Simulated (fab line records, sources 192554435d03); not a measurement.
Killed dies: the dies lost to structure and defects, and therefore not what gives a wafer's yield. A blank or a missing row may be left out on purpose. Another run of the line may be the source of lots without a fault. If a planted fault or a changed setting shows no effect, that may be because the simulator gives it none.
Lot-split experiment	flow n5Finfet	on a route of 1938 steps: 7 lots, 21 wafers read

THE SPLIT
At N5_SD_EPI_P_EPI_21 (deposits SiGe:B, time 355 s), the setting epiGrowthTimeS was moved away from the recipe's 355 s on 4 of the 21 wafers read, by +6.1% to +8.1%. All remaining wafers had this setting at the recipe value.

FROM THE SPLIT TO THE READING: what the file shows between them, 3 steps
- N5_SD_EPI_P_HM_STRIP_48: strips SiNx in H3PO4, material SiNx, target depth 3 nm
- N5_SD_ACTIVATION_RTA_00: time 0 s
- N5_SD_ACTIVATION_LSA_01: time 0.0008 s

THE READING
RS_SD_P, in ohm/sq, at N5_SD_ACTIVATION_RS_MEAS_03 (measures by four-point-probe). Fault-free wafers of this fab line usually give 55.9 ohm/sq, standard deviation 0.8 ohm/sq.

wafer	tool, chamber at the split	epiGrowthTimeS as run, s	against the recipe	RS_SD_P, ohm/sq	against lot-mates on the recipe
L074.3	epiRpcvd-02, 0	355	recipe	55.3	-
L074.4	epiRpcvd-02, 0	355	recipe	56.1	-
L074.6	epiRpcvd-02, 0	355	recipe	55.5	-
L078.1	epiRpcvd-04, 0	355	recipe	54.9	-
L078.3	epiRpcvd-04, 0	380.6	+7.2%	53.5	-1.7
L078.4	epiRpcvd-04, 0	355	recipe	55.5	-
L080.1	epiRpcvd-02, 0	355	recipe	56.8	-
L080.3	epiRpcvd-02, 0	355	recipe	56.5	-
L080.5	epiRpcvd-02, 0	355	recipe	56.2	-
L082.1	epiRpcvd-02, 0	355	recipe	57.1	-
L082.3	epiRpcvd-02, 0	355	recipe	57.1	-
L082.6	epiRpcvd-02, 0	355	recipe	56.3	-
L086.1	epiRpcvd-03, 0	355	recipe	54.3	-
L086.2	epiRpcvd-03, 0	383.6	+8.1%	51.0	-3.5
L086.3	epiRpcvd-03, 0	355	recipe	54.8	-
L090.3	epiRpcvd-04, 0	376.7	+6.1%	53.4	-2.3
L090.4	epiRpcvd-04, 0	376.7	+6.1%	52.7	-3.0
L090.6	epiRpcvd-04, 0	355	recipe	55.7	-
L097.1	epiRpcvd-04, 0	355	recipe	55.9	-
L097.2	epiRpcvd-04, 0	355	recipe	55.7	-
L097.3	epiRpcvd-04, 0	355	recipe	56.2	-

THE FIT
A straight line over all 21 wafers: RS_SD_P changes by -0.476 ohm/sq for each +1% of epiGrowthTimeS; r = -0.86; the points scatter about the line by 0.81 ohm/sq.
The same after taking each lot's own level away (the mean of its wafers on the recipe; 21 wafers): -0.382 ohm/sq for each +1%; r = -0.94; scatter 0.41 ohm/sq.
That fit puts the effect of the largest move of epiGrowthTimeS on the reading at 3.1 ohm/sq.
The span of the lots' own levels, 54.55 to 56.83 ohm/sq, comes to 2.9 times the standard deviation stated above.
In other words, the slope is changed by the lot-to-lot level; the two fits disagree.
Check: for one of the wafers moved furthest among these (+8.1%), held out of the fit, the line's prediction against its lot-mates is -2.84 ohm/sq. Against them it came out at -3.55 ohm/sq.

THESE WAFERS: OTHER SPLITS
Before the reading, these wafers also passed through other splits. Each is held against what the fit with the lots' levels taken away leaves over:
other split on the same wafers	wafers away from the commonest value	r with RS_SD_P (lot level and that fit taken away)
N5_FIN_SAQP_PEB_14 pebTimeS	9	+0.39
N5_FIN_SAQP_DEVELOP_15 developTimeS	10	+0.10
N5_FIN_SAQP_SPACER1_ALD_24 tempC	7	+0.24
N5_STI_FIN_REVEAL_ETCHBACK_08 timeS	5	-0.32
N5_SD_EPI_N_COAT_33 spinRpm	7	-0.19
N5_SD_EPI_N_PEB_07 pebTempC	8	-0.24

THE WHOLE CHAIN: every reading that the file lists as answering this split, in the file's order
step	what it does	reading	change (the file's fit)	r (the file's)
N5_SD_EPI_P_EPI_21	deposits SiGe:B, time 355 s	SiGe-B_of_SD_EPI_P_EPI_21.thkNm (the simulator's own value, which no gauge read)	+0.461 nm for each +1% of the setting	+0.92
N5_SD_ACTIVATION_RS_MEAS_03	measures by four-point-probe	RS_SD_P	-0.37 for each +1% of the setting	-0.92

FILE'S OWN FIT
RS_SD_P changes by -0.37 ohm/sq for each +1% of epiGrowthTimeS, r = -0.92.
